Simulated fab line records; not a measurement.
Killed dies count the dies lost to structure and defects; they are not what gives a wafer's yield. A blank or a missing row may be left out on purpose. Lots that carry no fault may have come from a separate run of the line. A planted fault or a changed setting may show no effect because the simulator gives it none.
Which tool did it?	flow nandHarc	39 wafers from 13 lots sampled at 6 of the route's 1302 steps

== WHAT THE GAUGES SHOWED, per wafer ==
NHARC_P_ZERO_WELL_CD_MEAS_24: the cd target is 720 nm. Usual: cdNm at 720.6 nm, with a standard deviation of 2.3.
lot	measured	on	cdNm (nm)	flag
L242	day 2 09:11	cdSem-03	724.1 722.6 721.6	
L244	day 3 04:31	cdSem-02	716.9 717.5 720.3	
L245	day 3 14:29	cdSem-03	717.2 714.6 716.3	
L247	day 4 10:30	cdSem-03	- - -	OFF
L255	day 7 18:30	cdSem-01	722.4 726.3 723.7	
L256	day 8 04:43	cdSem-02	721.4 721.6 722.8	
L257	day 8 14:49	cdSem-03	722.6 723.2 719.7	
L258	day 9 00:36	cdSem-02	719.7 719.2 721.0	
L259	day 9 10:35	cdSem-03	717.1 717.6 720.7	
L260	day 9 20:50	cdSem-01	720.4 720.2 721.9	
L261	day 10 06:22	cdSem-01	719.1 720.9 719.5	
L262	day 10 16:37	cdSem-02	718.1 721.1 719.0	
L263	day 11 02:28	cdSem-03	719.5 718.7 720.3	

NHARC_P_ZERO_WELL_INSPECT_43. Usual: rawDefectCount at 13, with a standard deviation of 6.5.
lot	measured	on	rawDefectCount	flag
L242	day 2 14:20	defectInspect-02	12 9 9	
L244	day 3 09:37	defectInspect-02	9 3 11	
L245	day 3 19:22	defectInspect-01	7 20 25	
L247	day 4 15:35	defectInspect-02	13 32 26	
L255	day 7 23:29	defectInspect-01	28 18 7	
L256	day 8 09:50	defectInspect-01	17 15 14	
L257	day 8 19:55	defectInspect-01	6 16 5	
L258	day 9 05:34	defectInspect-01	16 8 13	
L259	day 9 15:32	defectInspect-02	7 5 11	
L260	day 10 01:50	defectInspect-02	18 12 18	
L261	day 10 11:28	defectInspect-02	11 8 15	
L262	day 10 21:28	defectInspect-01	12 8 22	
L263	day 11 07:25	defectInspect-01	12 8 16	

NHARC_P_STI_INSPECT_11. Usual: rawDefectCount at 5.3, with a standard deviation of 2.5.
lot	measured	on	rawDefectCount	flag
L242	day 3 06:20	defectInspect-02	7 4 3	
L244	day 4 02:17	defectInspect-02	11 3 3	
L245	day 4 11:11	defectInspect-01	4 3 3	
L255	day 8 14:50	defectInspect-02	7 7 7	
L256	day 9 00:47	defectInspect-02	6 6 9	
L257	day 9 11:01	defectInspect-01	3 5 3	
L258	day 9 22:16	defectInspect-02	3 6 6	
L259	day 10 10:20	defectInspect-02	1 4 3	
L260	day 10 23:35	defectInspect-02	4 6 7	
L261	day 10 23:45	defectInspect-02	6 13 12	
L262	day 11 14:32	defectInspect-02	3 6 8	
L263	day 12 00:11	defectInspect-01	15 6 4	

NHARC_END_SORT_01. Usual: killedAtArray 57, standard deviation 20; killedAtOther 1.0, standard deviation 1.5; killedAtPeriphery 3.5, standard deviation 2.5; killedDies 62, standard deviation 21; killedOpen 3.5, standard deviation 1.9; killedShort 2.4, standard deviation 1.6.
lot	measured	on	killedAtArray	killedAtOther	killedAtPeriphery	killedDies	killedOpen	killedShort	flag
L242	day 24 23:26	prober-02	100 77 100	0 0 2	1 1 1	101 78 103	2 0 5	2 4 3	
L244	day 25 14:14	prober-02	73 78 74	2 0 1	7 5 3	82 83 78	4 2 3	2 2 4	
L245	day 26 06:40	prober-01	53 49 33	0 0 0	3 2 2	56 51 35	2 6 1	3 0 1	
L247	day 27 15:23	prober-01	82 73 83	7 5 4	588 599 590	677 677 677	3 3 5	2 4 2	OFF
L255	day 30 10:13	prober-02	59 71 74	1 1 0	3 4 1	63 76 75	3 5 8	1 3 0	
L256	day 30 15:40	prober-02	59 54 52	0 0 0	2 1 3	61 55 55	3 3 7	1 3 3	
L257	day 30 14:16	prober-01	33 35 40	0 0 1	2 1 2	35 36 43	4 2 2	3 2 1	
L258	day 32 13:10	prober-01	76 90 77	0 0 0	3 3 5	79 93 82	6 2 1	2 5 2	
L259	day 32 20:56	prober-01	69 75 61	0 1 0	0 1 5	69 77 66	2 6 4	1 2 4	
L260	day 33 04:50	prober-01	33 35 28	2 1 0	4 2 5	39 38 33	5 3 2	3 3 1	
L261	day 32 22:36	prober-02	52 53 64	0 0 0	3 3 5	55 56 69	4 2 5	4 6 2	
L262	day 33 12:11	prober-02	36 25 32	1 0 0	10 12 10	47 37 42	1 3 6	3 1 4	
L263	day 34 01:32	prober-01	47 41 51	1 2 2	8 1 2	56 44 55	1 4 6	3 2 2	

== EACH LOT AND THE TOOL THAT RAN IT (in order: tool; ch and the chambers of the sampled wafers; start) ==
lot	NHARC_P_ZERO_WELL_EXPOSE_21	NHARC_P_GATE_DEP_103
L242	krfScanner-04 ch 0, day 2 09:02	pecvd-04 ch 1,2, day 5 14:41
L244	krfScanner-01 ch 0, day 3 04:22	pecvd-02 ch 0,1,2, day 6 09:38
L245	krfScanner-01 ch 0, day 3 14:20	pecvd-03 ch 0,1,2, day 6 14:56
L247	krfScanner-01 ch 0, day 4 10:21	-
L255	krfScanner-03 ch 0, day 7 18:22	pecvd-02 ch 0,1,2, day 11 04:20
L256	krfScanner-04 ch 0, day 8 04:33	pecvd-02 ch 0,2, day 11 04:54
L257	krfScanner-03 ch 0, day 8 14:40	pecvd-03 ch 0,1,2, day 11 19:56
L258	krfScanner-03 ch 0, day 9 00:26	pecvd-03 ch 0,1, day 12 13:53
L259	krfScanner-04 ch 0, day 9 10:25	pecvd-04 ch 0,1,2, day 12 21:25
L260	krfScanner-03 ch 0, day 9 20:41	pecvd-03 ch 0,1, day 13 03:01
L261	krfScanner-03 ch 0, day 10 06:13	pecvd-04 ch 0,1,2, day 13 02:55
L262	krfScanner-01 ch 0, day 10 16:28	pecvd-03 ch 0,2, day 13 14:53
L263	krfScanner-03 ch 0, day 11 02:18	pecvd-04 ch 0,1, day 14 07:19
- NHARC_P_ZERO_WELL_EXPOSE_21: exposes mask P NWELL, target cd 720 nm.
- NHARC_P_GATE_DEP_103: deposits SiON, target thk 30 nm.

== AS READ BY THE TOOLS THEMSELVES (means over the sampled wafers that have a number; for cases with no such wafer, the mark the record gives instead) ==
NHARC_P_GATE_DEP_103. Usual: heaterPowerW at 744 W, with a standard deviation of 75.
lot	tool	heaterPowerW (W)	flag
L242	pecvd-04	826	
L244	pecvd-02	701	
L245	pecvd-03	707	
L255	pecvd-02	718	
L256	pecvd-02	714	
L257	pecvd-03	723	
L258	pecvd-03	733	
L259	pecvd-04	785	
L260	pecvd-03	702	
L261	pecvd-04	782	
L262	pecvd-03	671	
L263	pecvd-04	779	

== THE ANSWER, worked out from the rows above alone ==
Rule: a lot is off if the mean of its wafers that have a number lies more than 3 standard deviations from the usual mean. Also off: a lot with no number at a reading for which 4 or more lots have one. Where the step has rows for the other lots, those lots are counted as sound. First the gauges in route order, then the tools' own readings, where a lot's mean is used as printed above. At the first step where some lot is off, the reading lying furthest off is the one used; lots without a number count as furthest.
Off: L247, at NHARC_P_ZERO_WELL_CD_MEAS_24 (cdNm). Without a number there: L247.
If a tool, at a process step before that reading, ran all the lots that are off and no sound lot after the first of them, it fits. The gauges at NHARC_P_ZERO_WELL_CD_MEAS_24 aren't tried: what is off there is off at NHARC_END_SORT_01 too, on other tools, and a gauge's error can't cause that. No candidate that was tried fits.

== WHAT HAD BEEN PUT IN BY THE SIMULATOR ==
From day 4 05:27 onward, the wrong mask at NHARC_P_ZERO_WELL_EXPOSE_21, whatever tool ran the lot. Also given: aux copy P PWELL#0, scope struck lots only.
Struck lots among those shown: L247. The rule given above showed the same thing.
